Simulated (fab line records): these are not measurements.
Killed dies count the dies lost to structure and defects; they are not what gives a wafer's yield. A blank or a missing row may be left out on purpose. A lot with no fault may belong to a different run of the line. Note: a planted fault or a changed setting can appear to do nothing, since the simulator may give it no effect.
What tool caused it? + flow nand-harc + 24 lots, 72 wafers sampled, at 4 steps of a route of 1302

== WHAT EACH GAUGE READ, for each wafer ==
NHARC_P_GATE_CD_MEAS_46 targets a cd of 720 nm. Usual: 721.1 nm for cd-nm, sd 2.5.
| lot  | measured     | on        | cd-nm (nm)        | flag |
|------|--------------|-----------|-------------------|------|
| L074 | day 5 15:54  | cd-sem-03 | 722.7 717.4 717.3 |      |
| L075 | day 5 19:50  | cd-sem-02 | 726.2 722.8 720.3 |      |
| L076 | day 6 08:46  | cd-sem-03 | 720.8 721.3 717.8 |      |
| L077 | day 6 14:55  | cd-sem-02 | 717.4 720.3 719.4 |      |
| L078 | day 7 04:38  | cd-sem-02 | 729.0 723.9 722.5 |      |
| L079 | day 7 19:34  | cd-sem-03 | 720.8 716.0 723.5 |      |
| L080 | day 7 20:02  | cd-sem-03 | 719.0 721.9 721.1 |      |
| L081 | day 8 10:34  | cd-sem-03 | 718.7 726.7 722.3 |      |
| L082 | day 8 19:07  | cd-sem-03 | 718.6 720.7 717.4 |      |
| L083 | day 9 14:47  | cd-sem-01 | 721.8 721.4 720.9 |      |
| L084 | day 9 13:54  | cd-sem-03 | 719.7 718.8 719.3 |      |
| L085 | day 10 06:54 | cd-sem-02 | 721.3 721.0 719.6 |      |
| L086 | day 10 09:37 | cd-sem-02 | 720.8 717.8 721.1 |      |
| L087 | day 10 23:40 | cd-sem-02 | 723.6 724.0 722.7 |      |
| L088 | day 11 15:51 | cd-sem-02 | 724.3 723.6 722.7 |      |
| L089 | day 11 16:34 | cd-sem-02 | 720.6 721.5 722.4 |      |
| L090 | day 12 03:10 | cd-sem-02 | 722.2 720.4 721.1 |      |
| L091 | day 12 08:38 | cd-sem-02 | 722.4 721.5 722.7 |      |
| L092 | day 13 01:32 | cd-sem-03 | 719.5 720.6 721.9 |      |
| L093 | day 13 11:16 | cd-sem-03 | 721.2 721.1 718.9 |      |
| L094 | day 13 20:32 | cd-sem-03 | 724.1 725.5 729.5 |      |
| L095 | day 14 03:38 | cd-sem-01 | 717.4 721.0 718.8 |      |
| L096 | day 14 17:18 | cd-sem-02 | 713.9 719.5 717.7 |      |
| L097 | day 15 08:34 | cd-sem-01 | 722.3 723.1 724.0 |      |

NHARC_P_GATE_CD_MEAS_91 targets a cd of 2000 nm. Usual: 2000.6 nm for cd-nm, sd 2.
| lot  | measured     | on        | cd-nm (nm)           | flag |
|------|--------------|-----------|----------------------|------|
| L074 | day 5 19:26  | cd-sem-03 | 2000.8 2003.7 2004.1 |      |
| L075 | day 5 23:12  | cd-sem-02 | 1999.1 2001.6 1998.4 |      |
| L076 | day 6 12:07  | cd-sem-02 | 1999.7 2000.9 2000.0 |      |
| L077 | day 6 18:09  | cd-sem-02 | 2003.1 2002.8 2003.0 |      |
| L078 | day 7 07:59  | cd-sem-03 | 2000.7 2002.4 2002.1 |      |
| L079 | day 7 22:55  | cd-sem-02 | 1999.4 2002.4 2002.2 |      |
| L080 | day 7 23:49  | cd-sem-01 | 1998.0 1998.3 1999.1 |      |
| L081 | day 8 14:05  | cd-sem-01 | 2001.1 2000.9 2002.3 |      |
| L082 | day 8 22:35  | cd-sem-03 | 1998.1 2002.7 1997.8 |      |
| L083 | day 9 18:08  | cd-sem-03 | 1999.3 1997.0 1997.5 |      |
| L084 | day 9 17:15  | cd-sem-02 | 1999.7 1999.6 1999.4 |      |
| L085 | day 10 10:07 | cd-sem-02 | 1997.1 2001.5 1999.4 |      |
| L086 | day 10 13:04 | cd-sem-03 | 2002.6 1999.7 2001.0 |      |
| L087 | day 11 03:01 | cd-sem-03 | 1999.3 1999.8 1999.7 |      |
| L088 | day 11 19:19 | cd-sem-02 | 1998.1 1998.2 1999.3 |      |
| L089 | day 11 20:02 | cd-sem-03 | 1998.8 2003.4 2001.4 |      |
| L090 | day 12 06:37 | cd-sem-01 | 1998.8 1999.2 2002.3 |      |
| L091 | day 12 11:58 | cd-sem-02 | 1999.7 1998.3 2003.7 |      |
| L092 | day 13 04:52 | cd-sem-02 | 2002.5 2002.9 1999.7 |      |
| L093 | day 13 14:44 | cd-sem-01 | 2001.8 1998.4 2002.6 |      |
| L094 | day 14 00:01 | cd-sem-01 | 2003.0 2002.4 2001.1 |      |
| L095 | day 14 07:07 | cd-sem-03 | 2003.4 2000.8 2004.3 |      |
| L096 | day 14 20:49 | cd-sem-03 | 2003.6 2000.0 2003.3 |      |
| L097 | day 15 12:02 | cd-sem-02 | 1999.5 2003.0 1999.5 |      |

== WHICH TOOL RAN EACH LOT (tool, then ch and the chambers of the sampled wafers, then the start) ==
| lot  | NHARC_P_GATE_HM_DEP_102       | NHARC_P_GATE_ETCH_104              |
|------|-------------------------------|------------------------------------|
| L074 | acl-dep-02 ch 0, day 5 02:24  | rie-diel-04 ch 0,1,2, day 5 04:19  |
| L075 | acl-dep-01 ch 0, day 5 06:34  | rie-diel-08 ch 0,1,3, day 5 08:16  |
| L076 | acl-dep-02 ch 0, day 5 19:31  | rie-diel-03 ch 1,2, day 5 21:01    |
| L077 | acl-dep-01 ch 0, day 6 01:40  | rie-diel-04 ch 0,2,3, day 6 03:09  |
| L078 | acl-dep-02 ch 0, day 6 15:33  | rie-diel-08 ch 0,1, day 6 16:58    |
| L079 | acl-dep-02 ch 0, day 7 06:11  | rie-diel-03 ch 0,2, day 7 07:47    |
| L080 | acl-dep-02 ch 0, day 7 06:49  | rie-diel-08 ch 0,3, day 7 08:26    |
| L081 | acl-dep-01 ch 0, day 7 21:34  | rie-diel-08 ch 0,1, day 7 23:03    |
| L082 | acl-dep-03 ch 0, day 8 02:55  | rie-diel-03 ch 0,1,2, day 8 04:31  |
| L083 | acl-dep-03 ch 0, day 8 19:19  | rie-diel-04 ch 0,1,2, day 8 20:49  |
| L084 | acl-dep-02 ch 0, day 9 00:38  | rie-diel-03 ch 0,2,3, day 9 02:08  |
| L085 | acl-dep-03 ch 0, day 9 17:29  | rie-diel-08 ch 0,3, day 9 19:10    |
| L086 | acl-dep-01 ch 0, day 9 20:17  | rie-diel-04 ch 0,1,3, day 9 21:53  |
| L087 | acl-dep-01 ch 0, day 10 08:07 | rie-diel-03 ch 1,3, day 10 09:37   |
| L088 | acl-dep-03 ch 0, day 11 02:30 | rie-diel-08 ch 1,2,3, day 11 04:07 |
| L089 | acl-dep-03 ch 0, day 11 03:22 | rie-diel-04 ch 0,2, day 11 04:45   |
| L090 | acl-dep-01 ch 0, day 11 14:00 | rie-diel-08 ch 0,2,3, day 11 15:37 |
| L091 | acl-dep-03 ch 0, day 11 19:29 | rie-diel-03 ch 0,1,2, day 11 20:53 |
| L092 | acl-dep-01 ch 0, day 12 12:01 | rie-diel-08 ch 0,1,2, day 12 13:44 |
| L093 | acl-dep-01 ch 0, day 12 22:03 | rie-diel-04 ch 0,3, day 12 23:32   |
| L094 | acl-dep-01 ch 0, day 13 07:21 | rie-diel-08 ch 0,3, day 13 08:51   |
| L095 | acl-dep-02 ch 0, day 13 14:24 | rie-diel-03 ch 1,3, day 13 15:55   |
| L096 | acl-dep-02 ch 0, day 14 03:55 | rie-diel-03 ch 0,1, day 14 05:36   |
| L097 | acl-dep-02 ch 0, day 14 19:18 | rie-diel-03 ch 0,1, day 14 20:50   |
- NHARC_P_GATE_HM_DEP_102: deposits aC, target thk 120 nm.
- NHARC_P_GATE_ETCH_104: etches the open film in CF4/CHF3, target depth 60 nm.

== WHAT THE TOOLS THEMSELVES READ (means of the sampled wafers that have a number; where no wafer has one, the mark that the record gives instead) ==
NHARC_P_GATE_HM_DEP_102. Usual: 34.999 % for throttle-valve-pct, sd 0.0094.
| lot  | tool       | throttle-valve-pct (%) | flag |
|------|------------|------------------------|------|
| L074 | acl-dep-02 | 35.003                 |      |
| L075 | acl-dep-01 | 35.002                 |      |
| L076 | acl-dep-02 | 34.993                 |      |
| L077 | acl-dep-01 | 35.007                 |      |
| L078 | acl-dep-02 | 34.992                 |      |
| L079 | acl-dep-02 | 35.000                 |      |
| L080 | acl-dep-02 | 34.999                 |      |
| L081 | acl-dep-01 | 35.008                 |      |
| L082 | acl-dep-03 | 34.994                 |      |
| L083 | acl-dep-03 | 34.999                 |      |
| L084 | acl-dep-02 | 34.999                 |      |
| L085 | acl-dep-03 | 34.982                 |      |
| L086 | acl-dep-01 | 34.994                 |      |
| L087 | acl-dep-01 | 34.999                 |      |
| L088 | acl-dep-03 | 34.995                 |      |
| L089 | acl-dep-03 | 34.996                 |      |
| L090 | acl-dep-01 | 34.995                 |      |
| L091 | acl-dep-03 | 35.003                 |      |
| L092 | acl-dep-01 | 34.994                 |      |
| L093 | acl-dep-01 | 34.996                 |      |
| L094 | acl-dep-01 | 34.999                 |      |
| L095 | acl-dep-02 | 35.002                 |      |
| L096 | acl-dep-02 | 35.000                 |      |
| L097 | acl-dep-02 | 35.000                 |      |

NHARC_P_GATE_ETCH_104. Usual: drypump-motor-current-A 5.9 A, standard deviation 0.52; oes-product-au 0.945 a.u., standard deviation 0.022; rf-vpp-V 370.4 V, standard deviation 1.9; showerhead-plenum-p-Torr 1.56 Torr, standard deviation 0.052; throttle-valve-pct 16.803 %, standard deviation 0.0091.
| lot  | tool        | drypump-motor-current-A (A) | oes-product-au (a.u.) | rf-vpp-V (V) | showerhead-plenum-p-Torr (Torr) | throttle-valve-pct (%) | flag |
|------|-------------|-----------------------------|-----------------------|--------------|---------------------------------|------------------------|------|
| L074 | rie-diel-04 | 6.0                         | 0.950                 | 372.2        | 1.62                            | 16.812                 |      |
| L075 | rie-diel-08 | 6.1                         | 0.964                 | 369.5        | 1.55                            | 16.811                 |      |
| L076 | rie-diel-03 | 6.0                         | 0.959                 | 369.8        | 1.54                            | 16.808                 |      |
| L077 | rie-diel-04 | 5.7                         | 0.951                 | 371.4        | 1.59                            | 16.798                 |      |
| L078 | rie-diel-08 | 5.8                         | 0.960                 | 370.8        | 1.59                            | 16.805                 |      |
| L079 | rie-diel-03 | 5.5                         | 0.979                 | 370.1        | 1.53                            | 16.804                 |      |
| L080 | rie-diel-08 | 6.0                         | 0.924                 | 368.5        | 1.53                            | 16.808                 |      |
| L081 | rie-diel-08 | 5.8                         | 0.959                 | 370.6        | 1.57                            | 16.795                 |      |
| L082 | rie-diel-03 | 5.6                         | 0.965                 | 369.7        | 1.55                            | 16.795                 |      |
| L083 | rie-diel-04 | 6.0                         | 0.968                 | 372.2        | 1.62                            | 16.803                 |      |
| L084 | rie-diel-03 | 5.2                         | 0.930                 | 369.4        | 1.54                            | 16.794                 |      |
| L085 | rie-diel-08 | 6.0                         | 0.955                 | 368.5        | 1.52                            | 16.805                 |      |
| L086 | rie-diel-04 | 6.0                         | 0.928                 | 371.3        | 1.59                            | 16.805                 |      |
| L087 | rie-diel-03 | 5.7                         | 0.942                 | 369.9        | 1.55                            | 16.794                 |      |
| L088 | rie-diel-08 | 6.3                         | 0.926                 | 369.5        | 1.56                            | 16.810                 |      |
| L089 | rie-diel-04 | 5.8                         | 0.932                 | 370.6        | 1.58                            | 16.802                 |      |
| L090 | rie-diel-08 | 6.3                         | 0.917                 | 370.2        | 1.54                            | 16.806                 |      |
| L091 | rie-diel-03 | 5.6                         | 0.959                 | 369.8        | 1.55                            | 16.806                 |      |
| L092 | rie-diel-08 | 6.0                         | 0.960                 | 370.1        | 1.58                            | 16.797                 |      |
| L093 | rie-diel-04 | 5.8                         | 0.927                 | 371.4        | 1.56                            | 16.799                 |      |
| L094 | rie-diel-08 | 6.0                         | 0.920                 | 368.4        | 1.52                            | 16.813                 |      |
| L095 | rie-diel-03 | 5.7                         | 0.942                 | 370.1        | 1.55                            | 16.813                 |      |
| L096 | rie-diel-03 | 5.8                         | 0.916                 | 370.8        | 1.56                            | 16.806                 |      |
| L097 | rie-diel-03 | 5.4                         | 0.932                 | 369.8        | 1.57                            | 16.796                 |      |

== THE ANSWER, worked out from the rows above alone ==
Rule: a lot is off if the mean of its wafers that have a number lies more than 3 standard deviations from the usual mean. A lot without any number at a reading at which 4 lots or more have one is off too. Any other lot the step has rows for is counted as sound. First the gauges in route order, then the tools' own readings, where a lot's mean is used as printed above. At the first step where some lot is off, the reading lying furthest off is the one used; lots without a number count as furthest.
Across all readings shown, no lot is off: no conclusion can be drawn from this.

== WHAT THE SIMULATOR PUT IN ==
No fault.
